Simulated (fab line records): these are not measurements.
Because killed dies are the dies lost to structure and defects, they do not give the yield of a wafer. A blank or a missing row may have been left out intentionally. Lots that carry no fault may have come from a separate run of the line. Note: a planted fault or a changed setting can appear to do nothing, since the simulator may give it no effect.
Struck lot and sound lot, side by side -- flow nandHarc -- 40 steps out of a route of 1159
Sound: wafers L207.3, L207.5, L207.6. Struck: wafers L218.3, L218.5 (left out: L218.1, a lot-mate that was not struck); the cause follows at the end.
At each step with rows: each side's tool, then ch and its chambers, then its first start. Under that, the readings that differ: sound wafers -- struck wafers -- difference of the means -- sigmas: that difference in standard deviations of wafers without a fault.
alike: readings with means less than 2 such deviations apart, plus words and numbers identical on both sides. not compared: withheld readings, readings lacking a value on some wafer, bounds such as >300 that could conceal the same value, and numbers that have no deviation in the record and whose values overlap.
Wherever a step has rows on one side only, a row that says differs or no value, or a row with sigmas, the two part there. When numbers do not overlap yet have no deviation, they are printed without sigmas and do not part them. Lack of a reading on every wafer of one side parts them only where that side has two or more wafers.

first, 11 steps without rows for these wafers: NHARC_A_STAIRCASE_HARDBAKE_10 (time 140 s); NHARC_A_STAIRCASE_DESCUM_11 (chemistry O2, time 3 s); NHARC_A_STAIRCASE_TRIM_12 (chemistry O2, time 211.2 s); NHARC_A_STAIRCASE_ETCH_13 (etches the open film in C4F8/O2, target depth 100 nm, time 40.5 s); NHARC_A_STAIRCASE_TRIM_14 (chemistry O2, time 211.2 s); NHARC_A_STAIRCASE_ETCH_15 (etches the open film in C4F8/O2, target depth 100 nm, time 40.5 s); NHARC_A_STAIRCASE_TRIM_16 (chemistry O2, time 211.2 s); NHARC_A_STAIRCASE_ETCH_17 (etches the open film in C4F8/O2, target depth 100 nm, time 40.5 s); NHARC_A_STAIRCASE_TRIM_18 (chemistry O2, time 211.2 s); NHARC_A_STAIRCASE_ETCH_19 (etches the open film in C4F8/O2, target depth 100 nm, time 40.5 s); NHARC_A_STAIRCASE_TRIM_20 (chemistry O2, time 211.2 s).
NHARC_A_STAIRCASE_ETCH_21: etches the open film in C4F8/O2, target depth 100 nm, time 40.5 s.
  sound on rieDiel-13 ch 0,3, day 11 17:05; struck on rieDiel-13 ch 0, day 15 00:40
  alike: oesProductAu, rfVppV
  not compared: rfHoursCounterH
then, 4 steps without rows for these wafers: NHARC_A_STAIRCASE_TRIM_22 (chemistry O2, time 211.2 s); NHARC_A_STAIRCASE_ETCH_23 (etches the open film in C4F8/O2, target depth 100 nm, time 40.5 s); NHARC_A_STAIRCASE_TRIM_24 (chemistry O2, time 211.2 s); NHARC_A_STAIRCASE_ETCH_25 (etches the open film in C4F8/O2, target depth 100 nm, time 40.5 s).
NHARC_A_STAIRCASE_TRIM_26: chemistry O2, time 211.2 s.
  sound: rieDiel-13 ch 2,3; struck: rieDiel-13 ch 2,3
  alike: drypumpMotorCurrentA, oesProductAu, rfVppV, showerheadPlenumPTorr, throttleValvePct
  not compared: rfHoursCounterH
NHARC_A_STAIRCASE_ETCH_27: etches the open film in C4F8/O2, target depth 100 nm, time 40.5 s.
  sound: rieDiel-13 ch 0,3; struck: rieDiel-13 ch 2,3
  alike: oesProductAu, rfVppV
  not compared: rfHoursCounterH
then, 16 steps without rows for these wafers: NHARC_A_STAIRCASE_STRIP_175 (strips in O2); NHARC_A_STAIRCASE_STRIP_148 (strips in SPM, time 900 s); NHARC_A_STAIRCASE_PRECLEAN_149 (cleans in SC1); NHARC_A_STAIRCASE_SRD_150; NHARC_A_STAIRCASE_DEHYDRATE_176 (time 120 s); NHARC_A_STAIRCASE_HMDS_177 (time 30 s); NHARC_A_STAIRCASE_COAT_178; NHARC_A_STAIRCASE_SOFTBAKE_179 (time 170 s); NHARC_A_STAIRCASE_EBR_180; NHARC_A_STAIRCASE_EXPOSE_181 (exposes mask STAIR 2); NHARC_A_STAIRCASE_PEB_182 (peb time 130 s); NHARC_A_STAIRCASE_DEVELOP_183 (time 140 s); NHARC_A_STAIRCASE_HARDBAKE_185 (time 140 s); NHARC_A_STAIRCASE_DESCUM_186 (chemistry O2, time 3 s); NHARC_A_STAIRCASE_TRIM_187 (chemistry O2, time 211.2 s); NHARC_A_STAIRCASE_ETCH_188 (etches the open film in C4F8/O2, target depth 100 nm, time 40.5 s).
NHARC_A_STAIRCASE_TRIM_189: chemistry O2, time 211.2 s.
  sound: rieDiel-04 ch 0,3; struck: rieDiel-03 ch 3
  alike: drypumpMotorCurrentA, oesProductAu, rfVppV, showerheadPlenumPTorr, throttleValvePct
  not compared: rfHoursCounterH
then, 1 step without rows for these wafers: NHARC_A_STAIRCASE_ETCH_190 (etches the open film in C4F8/O2, target depth 100 nm, time 40.5 s).
NHARC_A_STAIRCASE_TRIM_191: chemistry O2, time 211.2 s.
  sound: rieDiel-04 ch 0,1,3; struck: rieDiel-03 ch 0,1
  alike: drypumpMotorCurrentA, oesProductAu, rfVppV, showerheadPlenumPTorr, throttleValvePct
  not compared: rfHoursCounterH
NHARC_A_STAIRCASE_ETCH_192: etches the open film in C4F8/O2, target depth 100 nm, time 40.5 s.
  sound: rieDiel-04 ch 0,1,2; struck: rieDiel-03 ch 2
reading,sound,struck,difference,sigmas
rfVppV (V),898 898 896,886 887,-11,-2
  alike: oesProductAu
  not compared: rfHoursCounterH
then, 1 step without rows for these wafers: NHARC_A_STAIRCASE_TRIM_193 (chemistry O2, time 211.2 s).
-- break in the record here, with 9 days between the starts of the struck wafers on either side (left off in module A_STAIRCASE, picked up again in module END, where the first step shown is number 1159 on the route) --
NHARC_END_SORT_01:
  sound on prober-01 ch 0, day 21 03:17; struck on prober-01 ch 0, day 24 11:20
reading,sound,struck,difference,sigmas
killedAtArray,12,66 72,+57,+7
killedDies,18,69 73,+53,+6
  alike: killedAtOther, killedAtPeriphery, killedOpen, killedShort

WHERE THEY PART
Earliest at NHARC_A_STAIRCASE_ETCH_192; latest, in this record, at NHARC_END_SORT_01.

WHY: whatever the simulator had introduced
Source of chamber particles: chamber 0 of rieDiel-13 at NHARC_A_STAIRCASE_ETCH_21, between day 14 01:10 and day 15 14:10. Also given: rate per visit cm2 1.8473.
